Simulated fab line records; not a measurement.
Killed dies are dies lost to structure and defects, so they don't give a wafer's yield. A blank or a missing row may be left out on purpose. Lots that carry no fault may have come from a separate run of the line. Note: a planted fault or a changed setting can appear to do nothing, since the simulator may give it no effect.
fab line records	flow n5-finfet
[record] lots = 6	wafers = 18	last-day = 18
route steps=1938 shown WELL_APT@20 PMOS_HMC_CHANNEL_EPI@57 BEOL_M4@1111 PASSIVATION@1936
lots that met no fault: from a run of the same line without faults
start-h: start of the lot's first displayed wafer, in hours after the record's first day	wait-h: hours elapsed since this lot's preceding step	" as in the row above	L1.1+2: a single row standing in for several wafers	- no value, or no start was given	* or withheld: withheld	< > ~ a bound
route shown NAME@n: names a module that has steps shown in the file, with the first one's number in the route	usual: mean/standard deviation of fault-free wafers	same: alike in all rows	chamber/n: place in a boat	sites: each site's reading	_std_site: the standard deviation of these	_edge_site: mean of outer sites minus mean of inner sites	radius-mm: how far each site lies from the wafer's centre	mask NAME#n: copy n	behind: the last tool/chamber to shape the wafer	hold: what put the lot on hold/how long, in hours/how the hold closed	device: whichever transistor did not switch (one of n, p or np)	end of line: the route-end tests of the same wafers	a step given without rows: its recipe and nothing more	killed: count of dies lost to structure and defects at first sort (not the wafer's yield)	map: shows each die of a wafer: x if killed, . if not, _ if none is there
set.NAME: the setting that was run; set.NAME@STEP: the one run at that earlier step	model.NAME: the simulator's own value behind a step, which no gauge read
lots at some steps of the route; a table a step, a row a wafer
services: a tool's chamber out of use, with start hour (start-h, from the record's first day; less than 0 if before it), hours out, and reason
[[steps]]
[step N5_WELL_APT_HMDS_01]
[recipe] time-s = 60	temp-c = 120
[step N5_WELL_APT_COAT_02]
[recipe] spin-rpm = 1357	resist-thk-nm = 950
[step N5_WELL_APT_EBR_04]
[recipe] solvent = PGMEA	ebr-width-mm = 1.5
[step N5_WELL_APT_SOFTBAKE_03]
[recipe] temp-c = 130	time-s = 60
[step N5_WELL_APT_EXPOSE_05]
[recipe] mask-id = NWELL	na = 0.8	source-shape = conventional	sigma-outer = 0.8	polarization = unpolarized	defocus-nm = 0	target-cd-nm = 200	dose-mj = 20.3
[step N5_WELL_APT_PEB_06]
[recipe] peb-temp-c = 130	peb-time-s = 90
[step N5_WELL_APT_DEVELOP_07]
[recipe] develop-time-s = 45	rinse-liquid = surfactant-rinse	dry = air-spin	dev-temp-c = 21
[step N5_WELL_APT_HARDBAKE_12]
[recipe] temp-c = 130	time-s = 120
[step N5_WELL_APT_CD_MEAS_08]
[recipe] target-cd-nm = 200	landing-energy-ev = 500	detector = se-inlens
[usual] cd-nm = 200.3/1.5
lot.wafer	tool	chamber	start-h	wait-h	cd-nm
L680.1	cd-sem-02	0	37.69	-	199.9
L680.2	"	0	"	"	200.1
L680.4	"	0	"	"	199.2
L683.1	cd-sem-03	0	55.68	-	202.3
L683.3	"	0	"	"	201.0
L683.6	"	0	"	"	202.4
L684.1	cd-sem-02	0	61.87	-	203.3
L684.2	"	0	"	"	201.9
L684.3	"	0	"	"	201.0
L686.1	cd-sem-02	0	73.90	-	199.4
L686.2	"	0	"	"	199.5
L686.4	"	0	"	"	199.0
L695.3	cd-sem-03	0	127.56	-	199.3
L695.5	"	0	"	"	200.1
L695.6	"	0	"	"	199.2
L699.2	cd-sem-01	0	152.00	-	200.1
L699.3	"	0	"	"	198.2
L699.6	"	0	"	"	201.5
[step N5_WELL_APT_OVL_MEAS_09]
[recipe] points-per-wafer = 44
[usual] NWELL_OVL = 0/6.8
lot.wafer	tool	chamber	start-h	wait-h	NWELL_OVL[nm]
L680.1	overlay-01	0	37.72	0.0	4
L680.2	"	0	"	"	-8
L680.4	"	0	"	"	-2
L683.1	overlay-02	0	55.71	0.0	-4
L683.3	"	0	"	"	-6
L683.6	"	0	"	"	-4
L684.1	overlay-01	0	61.90	0.0	11
L684.2	"	0	"	"	3
L684.3	"	0	"	"	5
L686.1	overlay-02	0	73.93	0.0	-9
L686.2	"	0	"	"	-1
L686.4	"	0	"	"	-1
L695.3	overlay-01	0	127.59	0.0	-3
L695.5	"	0	"	"	-11
L695.6	"	0	"	"	0
L699.2	overlay-02	0	152.03	0.0	3
L699.3	"	0	"	"	-2
L699.6	"	0	"	"	10
[step N5_WELL_APT_INSPECT_10]
[recipe] mode = adi	inspect-instrument = macro
[usual] raw-defect-count = 2.0/1.5
lot.wafer	tool	chamber	start-h	wait-h	raw-defect-count
L680.1	defect-inspect-02	-	37.74	0.0	2
L680.2	"	-	"	"	3
L680.4	"	-	"	"	1
L683.1	defect-inspect-01	-	55.73	0.0	2
L683.3	"	-	"	"	2
L683.6	"	-	"	"	4
L684.1	defect-inspect-02	-	61.92	0.0	0
L684.2	"	-	"	"	1
L684.3	"	-	"	"	3
L686.1	defect-inspect-01	-	73.95	0.0	3
L686.2	"	-	"	"	1
L686.4	"	-	"	"	2
L695.3	defect-inspect-02	-	127.61	0.0	2
L695.5	"	-	"	"	4
L695.6	"	-	"	"	1
L699.2	defect-inspect-01	-	152.05	0.0	6
L699.3	"	-	"	"	2
L699.6	"	-	"	"	0
[step N5_WELL_APT_DESCUM_13]
[recipe] chemistry = O2	time-s = 7.9	source-power-w = 50	bias-power-w = 20	pressure-mtorr = 20	rf-frequency-hz = 2.712e+07	temp-c = 40	o2-flow-sccm = 225
[usual] drypump-motor-current-A = 5.6/0.44	oes-product-au = 0.79/0.093	rf-vpp-V = 243.3/1.3	showerhead-plenum-p-Torr = 2.11/0.062	throttle-valve-pct = 20.34/0.18
lot.wafer	tool	chamber	start-h	wait-h	drypump-motor-current-A	oes-product-au	rf-hours-counter-h	rf-vpp-V	showerhead-plenum-p-Torr	throttle-valve-pct
L680.1	rie-diel-02	0	37.81	0.1	5.4	0.85	58	243.0	2.12	20.13
L680.2	"	1	"	"	5.4	0.69	217	243.0	2.13	20.55
L680.4	"	1	"	"	5.4	0.69	-	244.3	2.13	20.52
L683.1	rie-diel-05	3	55.77	0.0	5.7	0.73	159	242.8	2.11	20.36
L683.3	"	0	"	"	5.6	0.98	2	245.4	2.23	20.21
L683.6	"	3	"	"	5.7	0.74	-	243.1	2.11	20.36
L684.1	rie-diel-02	2	62.40	0.5	6.6	0.81	111	242.2	2.03	20.35
L684.2	"	0	"	"	5.4	0.84	69	243.7	2.12	20.12
L684.3	"	1	"	"	5.4	0.69	222	245.3	2.13	20.55
L686.1	rie-diel-04	3	73.98	0.0	5.0	1.00	0	245.2	2.24	20.14
L686.2	"	0	"	"	5.9	0.80	138	242.4	2.10	20.27
L686.4	"	2	"	"	5.7	0.77	139	244.0	2.18	20.52
L695.3	rie-diel-02	0	127.64	0.0	5.4	0.81	92	242.2	2.11	20.18
L695.5	"	2	"	"	6.6	0.78	-	242.6	2.03	20.38
L695.6	"	1	"	"	5.4	0.67	-	244.5	2.12	20.59
L699.2	rie-diel-05	3	152.09	0.0	5.7	0.72	194	243.3	2.09	20.43
L699.3	"	1	"	"	5.4	0.67	250	241.4	2.06	20.77
L699.6	"	2	"	"	5.7	0.71	-	243.7	2.15	19.93
[step N5_WELL_APT_IMPLANT_14]
[recipe] species = P	energy-kev = 160	dose-cm2 = 1.5e+13	tilt-deg = 0	rotation-deg = 0
[usual] dose-ions-cm2 = 1.4998e+13/1.7e+10	faraday-current-uA = 190/3.6
lot.wafer	tool	chamber	start-h	wait-h	dose-ions-cm2	faraday-current-uA
L680.1	implanter-01	0	37.90	0.1	1.5016e+13	194
L680.2	"	0	"	"	1.5012e+13	190
L680.4	"	0	"	"	1.5019e+13	186
L683.1	implanter-02	0	55.87	0.1	1.5014e+13	197
L683.3	"	0	"	"	1.497e+13	194
L683.6	"	0	"	"	1.4991e+13	188
L684.1	implanter-02	0	62.50	0.1	1.7693e+13	226
L684.2	"	0	"	"	1.7695e+13	224
L684.3	"	0	"	"	1.7706e+13	227
L686.1	implanter-02	0	74.08	0.1	1.7705e+13	220
L686.2	"	0	"	"	1.7688e+13	228
L686.4	"	0	"	"	1.7677e+13	225
L695.3	implanter-01	0	127.80	0.1	1.5003e+13	190
L695.5	"	0	"	"	1.5008e+13	190
L695.6	"	0	"	"	1.4994e+13	190
L699.2	implanter-01	0	152.22	0.1	1.4987e+13	190
L699.3	"	0	"	"	1.5013e+13	190
L699.6	"	0	"	"	1.4983e+13	189
[step N5_WELL_APT_IMPLANT_15]
[recipe] species = As	energy-kev = 25	dose-cm2 = 1.5e+13	tilt-deg = 0	rotation-deg = 0
[step N5_WELL_APT_STRIP_16]
[recipe] chemistry = SPM	time-s = 900	temp-c = 130	h2so4-h2o2-vol-ratio = 4	dry = ipa-marangoni
[step N5_WELL_APT_HMDS_18]
[recipe] time-s = 60	temp-c = 120
[step N5_WELL_APT_COAT_19]
[recipe] spin-rpm = 1357	resist-thk-nm = 950
[step N5_WELL_APT_EBR_21]
[recipe] solvent = PGMEA	ebr-width-mm = 1.5
[step N5_WELL_APT_SOFTBAKE_20]
[recipe] temp-c = 130	time-s = 60
[step N5_WELL_APT_EXPOSE_22]
[recipe] mask-id = PWELL	na = 0.8	source-shape = conventional	sigma-outer = 0.8	polarization = unpolarized	defocus-nm = 0	target-cd-nm = 200	dose-mj = 23.2
[step N5_WELL_APT_PEB_23]
[recipe] peb-temp-c = 130	peb-time-s = 90
[step N5_WELL_APT_DEVELOP_24]
[recipe] develop-time-s = 45	rinse-liquid = surfactant-rinse	dry = air-spin	dev-temp-c = 21
[step N5_WELL_APT_HARDBAKE_29]
[recipe] temp-c = 130	time-s = 120
[step N5_WELL_APT_CD_MEAS_25]
[recipe] target-cd-nm = 200	landing-energy-ev = 500	detector = se-inlens
[usual] cd-nm = 199.4/2.1
lot.wafer	tool	chamber	start-h	wait-h	cd-nm
L680.1	cd-sem-02	0	38.84	-	199.1
L680.2	"	0	"	"	200.3
L680.4	"	0	"	"	197.4
L683.1	cd-sem-03	0	57.23	-	201.6
L683.3	"	0	"	"	200.1
L683.6	"	0	"	"	200.3
L684.1	cd-sem-02	0	63.43	-	201.3
L684.2	"	0	"	"	203.4
L684.3	"	0	"	"	200.2
L686.1	cd-sem-02	0	75.14	-	200.6
L686.2	"	0	"	"	203.0
L686.4	"	0	"	"	202.4
L695.3	cd-sem-02	0	128.80	-	198.4
L695.5	"	0	"	"	200.3
L695.6	"	0	"	"	198.4
L699.2	cd-sem-01	0	153.25	-	202.4
L699.3	"	0	"	"	198.9
L699.6	"	0	"	"	199.8
[step N5_WELL_APT_OVL_MEAS_26]
[recipe] points-per-wafer = 44
[usual] PWELL_OVL = 0/5.7
lot.wafer	tool	chamber	start-h	wait-h	PWELL_OVL[nm]
L680.1	overlay-01	0	38.87	0.0	4
L680.2	"	0	"	"	1
L680.4	"	0	"	"	0
L683.1	overlay-02	0	57.26	0.0	7
L683.3	"	0	"	"	8
L683.6	"	0	"	"	10
L684.1	overlay-01	0	63.46	0.0	-11
L684.2	"	0	"	"	-3
L684.3	"	0	"	"	-8
L686.1	overlay-01	0	75.17	0.0	-8
L686.2	"	0	"	"	5
L686.4	"	0	"	"	6
L695.3	overlay-02	0	128.83	0.0	16
L695.5	"	0	"	"	6
L695.6	"	0	"	"	10
L699.2	overlay-01	0	153.28	0.0	-2
L699.3	"	0	"	"	-2
L699.6	"	0	"	"	-2
[step N5_WELL_APT_INSPECT_27]
[recipe] mode = adi	inspect-instrument = macro
[usual] raw-defect-count = 2/1.5
lot.wafer	tool	chamber	start-h	wait-h	raw-defect-count
L680.1	defect-inspect-01	-	38.89	0.0	1
L680.2	"	-	"	"	2
L680.4	"	-	"	"	1
L683.1	defect-inspect-01	-	57.28	0.0	3
L683.3	"	-	"	"	1
L683.6	"	-	"	"	0
L684.1	defect-inspect-01	-	63.49	0.0	1
L684.2	"	-	"	"	3
L684.3	"	-	"	"	2
L686.1	defect-inspect-01	-	75.19	0.0	1
L686.2	"	-	"	"	1
L686.4	"	-	"	"	0
L695.3	defect-inspect-01	-	128.86	0.0	3
L695.5	"	-	"	"	1
L695.6	"	-	"	"	1
L699.2	defect-inspect-01	-	153.31	0.0	6
L699.3	"	-	"	"	0
L699.6	"	-	"	"	2
[step N5_WELL_APT_DESCUM_30]
[recipe] chemistry = O2	time-s = 7.9	source-power-w = 50	bias-power-w = 20	pressure-mtorr = 20	rf-frequency-hz = 2.712e+07	temp-c = 40	o2-flow-sccm = 225
[usual] drypump-motor-current-A = 5.7/0.41	oes-product-au = 0.77/0.08	rf-vpp-V = 243.3/1.3	showerhead-plenum-p-Torr = 2.10/0.058	throttle-valve-pct = 20.34/0.22
lot.wafer	tool	chamber	start-h	wait-h	drypump-motor-current-A	oes-product-au	rf-hours-counter-h	rf-vpp-V	showerhead-plenum-p-Torr	throttle-valve-pct
L680.1	rie-diel-02	2	39.03	0.1	6.6	0.82	101	243.4	2.04	20.33
L680.2	"	1	"	"	5.4	0.69	218	244.4	2.13	20.55
L680.4	"	2	"	"	6.6	0.81	-	242.0	2.04	20.34
L683.1	rie-diel-02	1	57.32	0.0	5.4	0.69	220	244.2	2.13	20.55
L683.3	"	3	"	"	5.5	0.97	3	242.6	2.06	20.37
L683.6	"	1	"	"	5.4	0.70	-	245.6	2.13	20.58
L684.1	rie-diel-04	2	63.52	0.0	5.7	0.77	135	242.5	2.18	20.50
L684.2	"	0	"	"	5.9	0.80	133	242.8	2.10	20.24
L684.3	"	1	"	"	5.4	0.70	222	241.4	2.07	20.31
L686.1	rie-diel-04	0	75.23	0.0	5.9	0.80	138	243.7	2.10	20.25
L686.2	"	2	"	"	5.7	0.77	140	243.8	2.18	20.52
L686.4	"	1	"	"	5.4	0.70	227	244.6	2.07	20.29
L695.3	rie-diel-02	1	128.89	0.0	5.4	0.68	245	245.1	2.12	20.58
L695.5	"	2	"	"	6.6	0.78	-	240.9	2.03	20.39
L695.6	"	1	"	"	5.4	0.67	-	244.4	2.12	20.58
L699.2	rie-diel-02	3	153.65	0.3	5.5	0.89	32	244.3	2.05	20.42
L699.3	"	0	"	"	5.4	0.80	105	243.8	2.11	20.19
L699.6	"	3	"	"	5.5	0.90	-	242.9	2.05	20.41
[step N5_WELL_APT_IMPLANT_31]
[recipe] species = B	energy-kev = 60	dose-cm2 = 1.5e+13	tilt-deg = 0	rotation-deg = 0
[step N5_WELL_APT_IMPLANT_32]
[recipe] species = BF2	energy-kev = 50	dose-cm2 = 2e+13	tilt-deg = 0	rotation-deg = 0
[step N5_WELL_APT_STRIP_33]
[recipe] chemistry = SPM	time-s = 900	temp-c = 130	h2so4-h2o2-vol-ratio = 4	dry = ipa-marangoni
[step N5_WELL_APT_RTA_34]
[recipe] temp-c = 1000	time-s = 10	ambient = N2	idle-temp-c = 600	ramp-up-c-per-s = 150	ramp-down-c-per-s = 60	cool-to-c = 600
[usual] lamp-power-pct = 13.00/0.057	lamp_zone_2_pct = 12.997/0.027	wafer_temp_C_max = 1003.5/1.1
lot.wafer	tool	chamber	start-h	wait-h	lamp-power-pct	lamp_zone_2_pct	wafer_temp_C_max
L680.1	rtp-anneal-02	0	39.82	0.0	13.07	12.992	1004.9
L680.2	"	0	"	"	12.93	12.997	1002.3
L680.4	"	0	"	"	12.90	13.016	1003.9
L683.1	rtp-anneal-01	0	58.22	0.2	12.98	12.979	1002.2
L683.3	"	0	"	"	13.01	12.964	1004.2
L683.6	"	0	"	"	13.01	12.989	1003.9
L684.1	rtp-anneal-01	0	64.31	0.0	13.11	13.031	1003.1
L684.2	"	0	"	"	12.98	12.969	1003.8
L684.3	"	0	"	"	12.91	12.999	1002.8
L686.1	rtp-anneal-01	0	76.24	0.3	13.02	13.008	1003.6
L686.2	"	0	"	"	12.98	12.991	1003.0
L686.4	"	0	"	"	12.96	13.017	1004.4
L695.3	rtp-anneal-01	0	129.95	0.1	13.04	12.995	1001.9
L695.5	"	0	"	"	12.96	12.974	1002.5
L695.6	"	0	"	"	12.95	12.939	1002.7
L699.2	rtp-anneal-02	0	154.56	0.2	13.00	12.972	1003.7
L699.3	"	0	"	"	13.11	13.001	1004.4
L699.6	"	0	"	"	12.90	12.991	1002.3
[step N5_WELL_APT_OXIDE_STRIP_42]
[recipe] chemistry = dHF	dilution = 25:1	time-s = 45	temp-c = 25	target = SiO2	target-depth-a = 120
[step N5_WELL_APT_PRECLEAN_36]
[recipe] chemistry = O3/DIW	time-s = 45	temp-c = 22	o3-ppm = 10
[step N5_WELL_APT_PRECLEAN_39]
[recipe] chemistry = dHF	time-s = 60	dilution = 150:1	temp-c = 25
[step N5_WELL_APT_SRD_37]
[recipe] dry = ipa-marangoni	do-ppb = 5	time-s = 30	temp-c = 23	rinse-liquid = diw
[step N5_WELL_APT_EPI_41]
[recipe] material = Si	target-thk-a = 500	temp-c = 650	precursor = SiH4/H2	pressure-torr = 20	time-s = 297.7
[usual] throttle-valve-pct = 11.09/0.2
lot.wafer	tool	chamber	start-h	wait-h	throttle-valve-pct
L680.1	epi-rpcvd-01	0	40.06	0.0	10.73
L680.2	"	0	"	"	11.17
L680.4	"	0	"	"	10.93
L683.1	epi-rpcvd-01	0	58.48	0.0	10.83
L683.3	"	0	"	"	11.00
L683.6	"	0	"	"	11.03
L684.1	epi-rpcvd-03	0	64.55	0.0	11.42
L684.2	"	0	"	"	11.26
L684.3	"	0	"	"	11.30
L686.1	epi-rpcvd-01	0	76.49	0.0	11.05
L686.2	"	0	"	"	11.00
L686.4	"	0	"	"	11.27
L695.3	epi-rpcvd-01	0	130.41	0.2	11.09
L695.5	"	0	"	"	11.12
L695.6	"	0	"	"	10.89
L699.2	epi-rpcvd-01	0	154.88	0.1	11.14
L699.3	"	0	"	"	10.95
L699.6	"	0	"	"	10.83
[step N5_WELL_APT_INSPECT_38]
[recipe] inspect-instrument = darkfield	mode = post-epi
[usual] raw-defect-count = 14/4.9
lot.wafer	tool	chamber	start-h	wait-h	raw-defect-count
L680.1	defect-inspect-01	-	40.69	0.5	9
L680.2	"	-	"	"	12
L680.4	"	-	"	"	4
L683.1	defect-inspect-02	-	59.12	0.5	12
L683.3	"	-	"	"	15
L683.6	"	-	"	"	19
L684.1	defect-inspect-01	-	65.39	0.7	10
L684.2	"	-	"	"	7
L684.3	"	-	"	"	7
L686.1	defect-inspect-02	-	77.33	0.7	13
L686.2	"	-	"	"	12
L686.4	"	-	"	"	8
L695.3	defect-inspect-02	-	130.85	0.3	17
L695.5	"	-	"	"	9
L695.6	"	-	"	"	8
L699.2	defect-inspect-02	-	155.42	0.4	11
L699.3	"	-	"	"	9
L699.6	"	-	"	"	9
[step N5_PMOS_HMC_CHANNEL_EPI_HM_DEP_34]
[recipe] material = SiO2	target-thk-a = 360	temp-c = 400	precursor = TEOS/O2	pressure-torr = 6.5	rf-w = 900	teos-flow-sccm = 161.4	gas = O2	flow-sccm = 2650	time-s = 6.9
[usual] heater-power-w = 584/140	showerhead-plenum-p-Torr = 8.35/0.034	throttle-valve-pct = 18.5/0.5
lot.wafer	tool	chamber	start-h	wait-h	heater-power-w	showerhead-plenum-p-Torr	throttle-valve-pct
L680.1	pecvd-04	1	40.73	0.0	611	8.35	18.2
L680.2	"	2	"	"	533	8.32	17.9
L680.4	"	0	"	"	466	8.38	18.0
L683.1	pecvd-03	0	59.16	0.0	577	8.41	18.7
L683.3	"	1	"	"	616	8.36	18.9
L683.6	"	0	"	"	575	8.42	18.4
L684.1	pecvd-03	2	65.43	0.0	388	8.30	19.2
L684.2	"	0	"	"	519	8.42	18.5
L684.3	"	1	"	"	506	8.37	18.9
L686.1	pecvd-02	2	77.37	0.0	535	8.39	18.8
L686.2	"	1	"	"	899	8.36	17.7
L686.4	"	2	"	"	530	8.37	18.7
L695.3	pecvd-04	2	130.88	0.0	532	8.30	18.8
L695.5	"	0	"	"	515	8.37	18.0
L695.6	"	1	"	"	596	8.37	18.4
L699.2	pecvd-04	2	155.45	0.0	559	8.35	18.5
L699.3	"	1	"	"	525	8.36	18.3
L699.6	"	0	"	"	519	8.36	18.4
[step N5_PMOS_HMC_CHANNEL_EPI_COAT_31]
[recipe] resist = BARC	temp-c = 205	time-s = 60	spin-rpm = 1500	resist-thk-nm = 66
[step N5_PMOS_HMC_CHANNEL_EPI_COAT_03]
[recipe] resist = CAR-ArF-block	spin-rpm = 1500	resist-thk-nm = 205
[step N5_PMOS_HMC_CHANNEL_EPI_EBR_05]
[recipe] solvent = PGMEA	ebr-width-mm = 1.5
[step N5_PMOS_HMC_CHANNEL_EPI_SOFTBAKE_04]
[recipe] temp-c = 110	time-s = 60	resist = CAR-ArF-block
[step N5_BEOL_M4_RC_MEAS_101]
[usual] DIBL_N = 35.8/1.8	DIBL_P = 35.9/2.2	IOFF_N = 0.16/0.035	IOFF_P = 0.21/0.04	ION_N = 672/11	ION_P = 461/7.4	RS_NWELL = 1038/7.1	SS_N = 71.4/0.64	SS_P = 73.2/0.67	VT_N = 250/3.5	VT_P = -251/3.4
lot.wafer	tool	chamber	start-h	wait-h	DIBL_N[mV/V]	DIBL_P[mV/V]	IOFF_N[nA/um]	IOFF_P[nA/um]	ION_N[uA/um]	ION_P[uA/um]	RS_NWELL[ohm/sq]	SS_N[mV/dec]	SS_P[mV/dec]	VT_N[mV]	VT_P[mV]
L680.1	prober-02	0	188.33	0.0	34.7	35.5	0.14	0.21	660	466	1043	71.8	73.4	251	-248
L680.2	"	0	"	"	35.2	37.2	0.17	0.23	679	472	1031	71.8	73.9	250	-249
L680.4	"	0	"	"	32.8	33.4	0.12	0.17	668	463	1044	70.9	72.6	253	-252
L683.1	prober-01	0	209.06	0.0	39.2	39.8	0.21	0.28	683	471	1046	72.4	74.1	247	-248
L683.3	"	0	"	"	35.0	34.5	0.13	0.18	677	461	1034	71.0	72.1	253	-249
L683.6	"	0	"	"	35.9	35.9	0.14	0.21	664	465	1032	72.0	72.6	251	-253
L684.1	prober-02	0	213.59	0.0	34.0	34.4	0.12	0.18	655	458	956	70.8	72.5	252	-252
L684.2	"	0	"	"	38.7	39.8	0.22	0.25	696	468	946	71.7	74.9	243	-252
L684.3	"	0	"	"	36.7	37.7	0.16	0.23	674	463	955	71.6	74.4	250	-251
L686.1	prober-01	0	222.11	0.0	36.0	35.8	0.15	0.21	666	450	943	71.8	73.4	250	-252
L686.2	"	0	"	"	38.3	38.0	0.20	0.25	695	470	937	72.3	74.6	246	-251
L686.4	"	0	"	"	36.2	35.0	0.16	0.20	680	464	949	71.4	74.0	252	-254
L695.3	prober-01	0	285.21	0.3	39.3	38.7	0.25	0.29	697	464	1040	72.4	73.8	243	-244
L695.5	"	0	"	"	35.6	35.2	0.15	0.20	659	456	1057	71.4	72.9	252	-248
L695.6	"	0	"	"	35.6	35.3	0.15	0.21	674	461	1047	71.3	73.5	248	-249
L699.2	prober-02	0	311.90	0.2	34.7	34.3	0.12	0.19	668	464	1039	71.0	72.5	252	-254
L699.3	"	0	"	"	34.1	33.1	0.11	0.17	656	458	1026	71.3	72.1	254	-255
L699.6	"	0	"	"	32.9	32.5	0.10	0.17	659	462	1034	70.3	72.9	254	-253
[step N5_PASSIVATION_PROBE_49]
[usual] defect-limited-yield = 91.0/1.5	killed_at_M0_to_M3 = 34/9.1	killed_at_M4_up = 14/5.7	killed-at-contacts = 13/5.7	killed-at-front-end = 42/12	killed-at-other = 4/3.4	killed-dies = 106/17	killed-open = 70/13	killed-short = 34/7.5	sort_bin_5_function = 5.2/0.94	sort_bin_6_memory = 3.4/0.69	sort-n-pass = 1074/17	sort-yield-pct = 91.0/1.5
[same] gross-dies = 1180	killed-at-back-side = 0	sort_bin_4_leakage[%] = 0	sort_bin_8_speed[%] = 0
lot.wafer	tool	chamber	start-h	wait-h	defect-limited-yield[%]	killed_at_M0_to_M3	killed_at_M4_up	killed-at-contacts	killed-at-front-end	killed-at-other	killed-dies	killed-open	killed-short	sort_bin_5_function[%]	sort_bin_6_memory[%]	sort-n-pass	sort-yield-pct[%]
L683.1	prober-01	-	320.35	0.0	89.7	40	4	18	53	6	121	97	23	6.2	3.7	1059	89.7
L683.3	prober-01	-	320.45	0.1	91.7	37	13	13	30	5	98	65	32	4.7	3.1	1082	91.7
L683.6	prober-01	-	320.60	0.3	93.4	22	10	8	34	4	78	58	20	3.7	2.7	1102	93.4
L686.1	prober-02	-	333.54	0.0	93.0	31	15	8	23	6	83	50	28	4.0	2.5	1097	93.0
L686.2	prober-02	-	333.59	0.1	90.8	40	17	20	23	8	108	65	42	5.3	3.5	1072	90.8
L686.4	prober-02	-	333.69	0.2	92.5	30	16	10	28	4	88	64	22	4.6	2.7	1092	92.5
// killed by level:class
L683.1 STI_FIN_REVEAL:geometric-particle:open=20 MOL_CONTACT_COAG:geometric-particle:open=18 FIN_SAQP:geometric-particle:open=13 BEOL_M0_SAQP:geometric-particle:open=11 BEOL_M3:geometric-particle:open=10 BEOL_M0_SAQP:geometric-particle:short=6 BEOL_M0:geometric-particle:open=5 STARTING-WAFER:geometric-particle:open=5
L683.3 MOL_CONTACT_COAG:geometric-particle:open=12 BEOL_M2:geometric-particle:open=8 BEOL_M0_SAQP:geometric-particle:short=7 FIN_SAQP:geometric-particle:short=6 FIN_SAQP:geometric-particle:open=6 BEOL_M4:geometric-particle:open=6 BEOL_M3:geometric-particle:open=6 GATE_CUT:geometric-particle:short=5
L683.6 FIN_SAQP:geometric-particle:open=13 BEOL_M1:geometric-particle:open=6 DUMMY_GATE:geometric-particle:open=5 MOL_CONTACT_COAG:geometric-particle:open=5 BEOL_M0_SAQP:geometric-particle:short=5 BEOL_M4:geometric-particle:open=5 FIN_SAQP:geometric-particle:short=3 STI_FIN_REVEAL:geometric-particle:open=3
L686.1 BEOL_M4:geometric-particle:open=8 BEOL_M3:geometric-particle:open=8 MOL_CONTACT_COAG:geometric-particle:open=6 BEOL_M0_SAQP:geometric-particle:short=6 BEOL_M0_SAQP:geometric-particle:open=4 BEOL_M0:geometric-particle:open=4 BEOL_M1:geometric-particle:open=4 HKMG_FIN:area-etch=4
L686.2 MOL_CONTACT_COAG:geometric-particle:open=15 BEOL_M0_SAQP:geometric-particle:open=9 BEOL_M4:geometric-particle:open=9 BEOL_M0_SAQP:geometric-particle:short=8 MOL_CONTACT_COAG:geometric-particle:short=5 BEOL_M0:geometric-particle:open=5 BEOL_M3:geometric-particle:open=5 BEOL_M0:geometric-particle:short=4
L686.4 MOL_CONTACT_COAG:geometric-particle:open=9 DUMMY_GATE:geometric-particle:open=8 BEOL_M0_SAQP:geometric-particle:open=6 BEOL_M4:geometric-particle:open=6 FIN_SAQP:geometric-particle:short=5 BEOL_M0_SAQP:geometric-particle:short=5 BEOL_M2:geometric-particle:open=5 BEOL_M3:geometric-particle:open=5
[[services]]
tool	chamber	start-h	hours	kind
rtp-anneal-01	-	21.87	2.0	repair
implanter-01	-	23.86	3.0	repair
rie-diel-02	3	29.72	-	clean
rie-diel-02	3	29.72	-	consumable-replace:focus-ring
rie-diel-02	3	29.72	16.1	scheduled-down
rie-diel-02	3	29.72	16.1	vent-cycle
rie-diel-04	-	33.76	2.8	pm
implanter-02	-	36.00	2.2	repair
epi-rpcvd-01	-	37.48	1.3	repair
rie-diel-02	1	41.35	10.3	repair
implanter-01	-	52.76	5.0	repair
rtp-anneal-02	-	68.09	4.4	pm
pecvd-03	0	75.45	2.0	repair
rie-diel-04	-	86.97	0.2	repair
rie-diel-05	1	89.57	3.7	repair
rie-diel-04	3	103.87	1.6	repair
pecvd-04	-	122.22	2.8	pm
rie-diel-02	2	123.38	3.3	repair
rie-diel-02	3	124.20	18.9	repair
rie-diel-05	2	127.78	5.4	repair
rie-diel-04	0	133.20	5.6	repair
pecvd-04	0	138.59	10.1	repair
rie-diel-02	1	143.12	-	clean
rie-diel-02	1	143.12	-	consumable-replace:focus-ring
[[key]]
[first-sign] step = N5_WELL_APT_IMPLANT_14	reading = dose-ions-cm2	direction = up	sigmas = 99+	usual = 1.4998e+13	struck = 1.7694e+13
[effect] step = N5_WELL_APT_IMPLANT_14	reading = faraday-current-uA	direction = up	sigmas = 9.7	usual = 190	struck = 225
[effect] step = N5_BEOL_M4_RC_MEAS_101	reading = RS_NWELL	direction = down	sigmas = 13	usual = 1038	struck = 948
met-at N5_WELL_APT_IMPLANT_14
struck-wafers L684.1,L684.2,L684.3,L686.1,L686.2,L686.4
onset-between 55.87 62.50
[fault] kind = process-parameter-drift	tool = implanter-02	chamber = -	onset-h = 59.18	steps = N5_WELL_APT_IMPLANT_14	channel = dose-cm2	offset = 2.6849e+12	shape = step	end-h = 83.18	acts-in = these-recipes-only	stated = 1.5e+13
